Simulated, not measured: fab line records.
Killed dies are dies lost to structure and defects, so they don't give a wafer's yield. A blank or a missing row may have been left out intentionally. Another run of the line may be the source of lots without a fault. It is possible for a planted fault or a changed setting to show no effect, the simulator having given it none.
Which tool was responsible? ; flow n5_finfet ; 24 lots with 72 wafers sampled at 4 steps, on a route of 1938 steps

## WHAT EACH GAUGE READ, for each wafer
N5_BEOL_M8_CD_MEAS_11: target cd 38.5 nm.
lot;measured;on;cd_nm (nm)
L074;day 9 03:46;cd_sem-03;38.8 38.7 38.1
L075;day 9 12:34;cd_sem-01;38.6 38.4 37.8
L076;day 9 23:47;cd_sem-01;38.9 38.7 39.0
L077;day 10 11:23;cd_sem-02;38.4 38.4 37.9
L079;day 10 21:31;cd_sem-01;38.5 39.3 37.9
L080;day 11 01:05;cd_sem-01;38.6 38.7 38.3
L078;day 11 01:22;cd_sem-02;37.8 38.5 38.3
L081;day 11 04:46;cd_sem-03;38.7 38.7 38.6
L082;day 11 12:47;cd_sem-03;38.9 38.4 38.3
L085;day 12 01:24;cd_sem-03;39.0 38.7 39.1
L083;day 12 08:19;cd_sem-02;38.3 37.7 38.2
L084;day 12 08:16;cd_sem-03;37.8 38.6 38.3
L087;day 12 12:05;cd_sem-03;37.8 37.6 38.1
L086;day 12 15:21;cd_sem-03;38.6 39.0 38.5
L090;day 13 06:23;cd_sem-03;38.7 39.0 38.5
L088;day 13 09:38;cd_sem-02;38.2 38.6 39.8
L091;day 13 15:20;cd_sem-03;37.9 38.6 38.3
L089;day 13 23:59;cd_sem-03;38.3 38.4 37.8
L092;day 14 03:02;cd_sem-01;37.7 37.8 37.8
L093;day 14 07:40;cd_sem-02;38.6 38.6 38.5
L094;day 14 15:11;cd_sem-03;37.7 37.3 37.6
L095;day 15 00:43;cd_sem-03;38.6 38.1 38.0
L096;day 15 05:20;cd_sem-01;38.7 39.1 38.3
L097;day 15 12:41;cd_sem-03;38.4 38.1 38.3

## EACH LOT AND THE TOOL THAT RAN IT (in order: tool; ch and the chambers of the sampled wafers; start)
lot;N5_BEOL_M7_ANNEAL_51;N5_BEOL_M8_ILD_DEP_00;N5_BEOL_M8_CURE_74
L074;rtp_anneal-01 ch 0, day 9 00:08;pecvd-04 ch 1,2, day 9 00:55;uv_cure-03 ch 2, day 9 00:59
L075;rtp_anneal-01 ch 0, day 9 09:44;pecvd-03 ch 0,1,2, day 9 10:31;uv_cure-03 ch 1, day 9 10:35
L076;rtp_anneal-01 ch 0, day 9 20:28;pecvd-01 ch 0,1,2, day 9 21:10;uv_cure-03 ch 1, day 9 21:23
L077;rtp_anneal-01 ch 0, day 10 06:31;pecvd-01 ch 0,1,2, day 10 07:11;uv_cure-02 ch 0, day 10 07:43
L079;rtp_anneal-01 ch 0, day 10 18:46;pecvd-01 ch 0,1, day 10 19:32;uv_cure-03 ch 2, day 10 19:41
L080;rtp_anneal-01 ch 0, day 10 22:02;pecvd-04 ch 0,2, day 10 22:49;uv_cure-02 ch 0, day 10 22:53
L078;rtp_anneal-02 ch 0, day 10 22:26;pecvd-04 ch 0,1,2, day 10 23:06;uv_cure-03 ch 2, day 10 23:37
L081;rtp_anneal-01 ch 0, day 11 02:29;pecvd-03 ch 0,1, day 11 03:10;uv_cure-02 ch 1, day 11 03:24
L082;rtp_anneal-01 ch 0, day 11 07:37;pecvd-04 ch 0,1,2, day 11 08:32;uv_cure-01 ch 1, day 11 08:36
L085;rtp_anneal-01 ch 0, day 11 21:32;pecvd-01 ch 0,1,2, day 11 22:20;uv_cure-03 ch 2, day 11 22:24
L083;rtp_anneal-02 ch 0, day 12 04:06;pecvd-01 ch 1,2, day 12 04:51;uv_cure-03 ch 0, day 12 05:06
L084;rtp_anneal-01 ch 0, day 12 04:32;pecvd-01 ch 1,2, day 12 05:20;uv_cure-01 ch 1, day 12 05:24
L087;rtp_anneal-02 ch 0, day 12 09:50;pecvd-03 ch 0,1, day 12 10:34;uv_cure-02 ch 2, day 12 10:43
L086;rtp_anneal-01 ch 0, day 12 12:18;pecvd-04 ch 0,2, day 12 13:01;uv_cure-03 ch 1, day 12 13:23
L090;rtp_anneal-02 ch 0, day 13 03:47;pecvd-01 ch 0,1,2, day 13 04:35;uv_cure-03 ch 2, day 13 04:51
L088;rtp_anneal-02 ch 0, day 13 05:19;pecvd-04 ch 1,2, day 13 06:03;uv_cure-03 ch 0, day 13 06:11
L091;rtp_anneal-01 ch 0, day 13 10:44;pecvd-03 ch 1,2, day 13 12:01;uv_cure-03 ch 1, day 13 12:05
L089;rtp_anneal-01 ch 0, day 13 21:32;pecvd-03 ch 1,2, day 13 22:17;uv_cure-03 ch 0, day 13 22:26
L092;rtp_anneal-01 ch 0, day 13 23:53;pecvd-03 ch 0,1, day 14 00:35;uv_cure-03 ch 2, day 14 00:59
L093;rtp_anneal-02 ch 0, day 14 04:10;pecvd-03 ch 0,1,2, day 14 04:57;uv_cure-01 ch 0, day 14 05:01
L094;rtp_anneal-01 ch 0, day 14 11:35;pecvd-01 ch 1,2, day 14 12:23;uv_cure-03 ch 0, day 14 12:26
L095;rtp_anneal-01 ch 0, day 14 20:50;pecvd-04 ch 0,2, day 14 21:49;uv_cure-01 ch 2, day 14 21:58
L096;rtp_anneal-01 ch 0, day 15 01:56;pecvd-01 ch 0,1,2, day 15 02:44;uv_cure-02 ch 0, day 15 02:48
L097;rtp_anneal-02 ch 0, day 15 09:31;pecvd-04 ch 0,1, day 15 10:17;uv_cure-03 ch 1, day 15 10:22
- N5_BEOL_M7_ANNEAL_51: time 90 s.
- N5_BEOL_M8_ILD_DEP_00: deposits SiCOH lowk from DEMS/porogen, target thk 179.75 nm, time 33.4 s.
- N5_BEOL_M8_CURE_74: cures SiCOH lowk, time 240 s.

## AS READ BY THE TOOLS THEMSELVES (means over the sampled wafers that have a number; for cases with no such wafer, the mark the record gives instead)
N5_BEOL_M7_ANNEAL_51.
lot;tool;wafer_temp_C_max
L074;rtp_anneal-01;226.4
L075;rtp_anneal-01;226.4
L076;rtp_anneal-01;226.2
L077;rtp_anneal-01;226.4
L079;rtp_anneal-01;226.6
L080;rtp_anneal-01;226.2
L078;rtp_anneal-02;226.1
L081;rtp_anneal-01;226.3
L082;rtp_anneal-01;226.4
L085;rtp_anneal-01;226.3
L083;rtp_anneal-02;226.2
L084;rtp_anneal-01;226.6
L087;rtp_anneal-02;226.0
L086;rtp_anneal-01;226.4
L090;rtp_anneal-02;225.8
L088;rtp_anneal-02;226.2
L091;rtp_anneal-01;226.0
L089;rtp_anneal-01;226.2
L092;rtp_anneal-01;226.3
L093;rtp_anneal-02;226.0
L094;rtp_anneal-01;226.1
L095;rtp_anneal-01;226.4
L096;rtp_anneal-01;226.2
L097;rtp_anneal-02;226.2

N5_BEOL_M8_ILD_DEP_00.
lot;tool;heater_power_w (W);showerhead_plenum_p_Torr (Torr);susceptor_temp_C (C);throttle_valve_pct (%)
L074;pecvd-04;306;5.748;300.16;13.0
L075;pecvd-03;323;5.750;299.87;13.2
L076;pecvd-01;321;5.729;300.12;14.1
L077;pecvd-01;315;5.732;299.97;14.0
L079;pecvd-01;311;5.723;300.00;14.0
L080;pecvd-04;363;5.748;299.96;14.5
L078;pecvd-04;328;5.748;299.84;13.9
L081;pecvd-03;318;5.765;299.95;13.7
L082;pecvd-04;327;5.747;300.25;13.9
L085;pecvd-01;311;5.733;299.94;14.0
L083;pecvd-01;284;5.739;299.93;13.6
L084;pecvd-01;282;5.724;300.05;13.4
L087;pecvd-03;273;5.745;300.11;13.5
L086;pecvd-04;352;5.743;300.01;14.6
L090;pecvd-01;303;5.738;300.02;14.1
L088;pecvd-04;329;5.757;300.10;13.3
L091;pecvd-03;331;5.756;299.85;13.4
L089;pecvd-03;285;5.741;299.86;13.0
L092;pecvd-03;310;5.759;299.84;13.7
L093;pecvd-03;322;5.750;299.80;13.2
L094;pecvd-01;297;5.743;300.12;13.7
L095;pecvd-04;370;5.736;299.84;14.4
L096;pecvd-01;300;5.734;299.94;14.2
L097;pecvd-04;333;5.737;300.01;14.3

N5_BEOL_M8_CURE_74.
lot;tool;lamp_power_pct (%);wafer_temp_C_max
L074;uv_cure-03;52.32;387.8
L075;uv_cure-03;52.29;387.4
L076;uv_cure-03;52.33;387.4
L077;uv_cure-02;52.30;386.9
L079;uv_cure-03;52.36;387.2
L080;uv_cure-02;52.32;387.9
L078;uv_cure-03;52.33;388.0
L081;uv_cure-02;52.34;386.5
L082;uv_cure-01;52.34;386.7
L085;uv_cure-03;52.30;387.6
L083;uv_cure-03;52.28;386.5
L084;uv_cure-01;52.31;386.7
L087;uv_cure-02;52.32;387.4
L086;uv_cure-03;52.27;387.5
L090;uv_cure-03;52.35;387.3
L088;uv_cure-03;52.30;386.4
L091;uv_cure-03;52.32;387.2
L089;uv_cure-03;52.32;386.8
L092;uv_cure-03;52.30;387.9
L093;uv_cure-01;52.32;386.8
L094;uv_cure-03;52.31;386.4
L095;uv_cure-01;52.32;386.7
L096;uv_cure-02;52.32;386.8
L097;uv_cure-03;52.29;386.8

## THE ANSWER, worked out from the rows above alone
Rule: what is usual is taken from the lots themselves. The widest of any qualifying gaps counts: lots, ordered by their means at a reading, are off when they make up no more than a third of the lots, leave a main group of 4 or more, and stand apart from it by 3 or more times the standard deviation of that group's means. Not used: any main group whose means are identical at the precision the tables above print for the reading. A lot without any number at a reading at which 4 lots or more have one is off too. Any other lot the step has rows for is counted as sound. After the gauges, taken in route order, come the tools' own readings; for these a lot's mean is taken, as printed above. The first step at which some lot is off is used, and at that step the reading that is off furthest; a lot without a number counts as furthest.
No lot is off at any reading shown: from this, nothing can be told.

## WHAT WAS PUT IN BY THE SIMULATOR
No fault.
